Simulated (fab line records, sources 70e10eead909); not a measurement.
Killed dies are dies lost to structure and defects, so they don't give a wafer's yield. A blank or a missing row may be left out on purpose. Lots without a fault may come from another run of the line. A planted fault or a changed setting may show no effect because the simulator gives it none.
Which tool did it? | flow nand_harc | 6 lots, 18 wafers sampled, at 4 steps of a route of 1159

WHAT THE GAUGES READ, wafer by wafer
NHARC_P_M1_CD_MEAS_09: target cd 130 nm.
lot  | measured     | on        | cd_nm (nm)
L406 | day 5 20:24  | cd_sem-02 | 129.5 130.2 128.7
L408 | day 6 18:24  | cd_sem-02 | 129.5 131.1 130.6
L417 | day 9 10:03  | cd_sem-03 | 114.3 129.1 114.7
L422 | day 10 04:35 | cd_sem-02 | 130.3 130.2 130.5
L424 | day 10 18:16 | cd_sem-03 | 129.8 129.5 130.0
L427 | day 11 04:25 | cd_sem-01 | 129.7 129.7 130.4

WHICH TOOL RAN EACH LOT (tool, then ch and the chambers of the sampled wafers, then the start)
lot  | NHARC_P_M0_PVD_20                       | NHARC_P_M0_DEP_32               | NHARC_P_M1_PEB_07
L406 | pvd_sputter-01, day 5 19:11 or earlier  | pecvd-02 ch 1,2, day 5 19:11    | litho_track-06 ch 0, day 5 20:19
L408 | pvd_sputter-03, day 6 17:10 or earlier  | pecvd-02 ch 0,2, day 6 17:10    | litho_track-04 ch 0, day 6 18:19
L417 | pvd_sputter-01, day 9 08:52 or earlier  | pecvd-02 ch 0,2, day 9 08:52    | litho_track-06 ch 0, day 9 09:58
L422 | pvd_sputter-01, day 10 03:24 or earlier | pecvd-02 ch 0,1, day 10 03:24   | litho_track-04 ch 0, day 10 04:29
L424 | pvd_sputter-01, day 10 17:08 or earlier | pecvd-02 ch 0,1,2, day 10 17:08 | litho_track-04 ch 0, day 10 18:11
L427 | pvd_sputter-01, day 11 03:14 or earlier | pecvd-03 ch 0,1, day 11 03:14   | litho_track-04 ch 0, day 11 04:20
- NHARC_P_M0_PVD_20: deposits TaN, target thk 5 nm, time 8.06 s.
- NHARC_P_M0_DEP_32: deposits SiCN, target thk 30 nm.
- NHARC_P_M1_PEB_07: peb time 65 s.

THE ANSWER, worked out from the rows above alone
Rule: what is usual is taken from the lots themselves. Put in order of their means at a reading, lots are off if they are a third of the lots or fewer, leave a main group of 4 or more, and stand apart from it by a gap of 3 or more times the standard deviation of the main group's means; of several such gaps the widest counts. A main group whose means are all the same, to the digits that the tables above print for the reading, isn't used. A lot without any number at a reading at which 4 lots or more have one is off too. The other lots that the step has rows for count as sound.
Off: L417, at NHARC_P_M1_CD_MEAS_09 (cd_nm). The main group: mean 130.0 nm, standard deviation 0.35.
A tool fits if, at a process step before that reading, it ran every lot that is off, and no sound lot after the first of them. The gauges at NHARC_P_M1_CD_MEAS_09 are tried like those tools. NHARC_P_M0_PVD_20 gives no start for some lots, so the hours and the order of its lots are those of NHARC_P_M0_DEP_32. One fits: litho_track-06 at NHARC_P_M1_PEB_07. Its last sound lot is L406 (day 5 20:19), its first lot that is off L417 (day 9 09:58): a fault that began between those two fits.

WHAT THE SIMULATOR HAD PUT IN
Process parameter drift: litho_track-06, from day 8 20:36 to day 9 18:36, at NHARC_P_M1_PEB_07. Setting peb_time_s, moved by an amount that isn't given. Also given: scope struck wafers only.
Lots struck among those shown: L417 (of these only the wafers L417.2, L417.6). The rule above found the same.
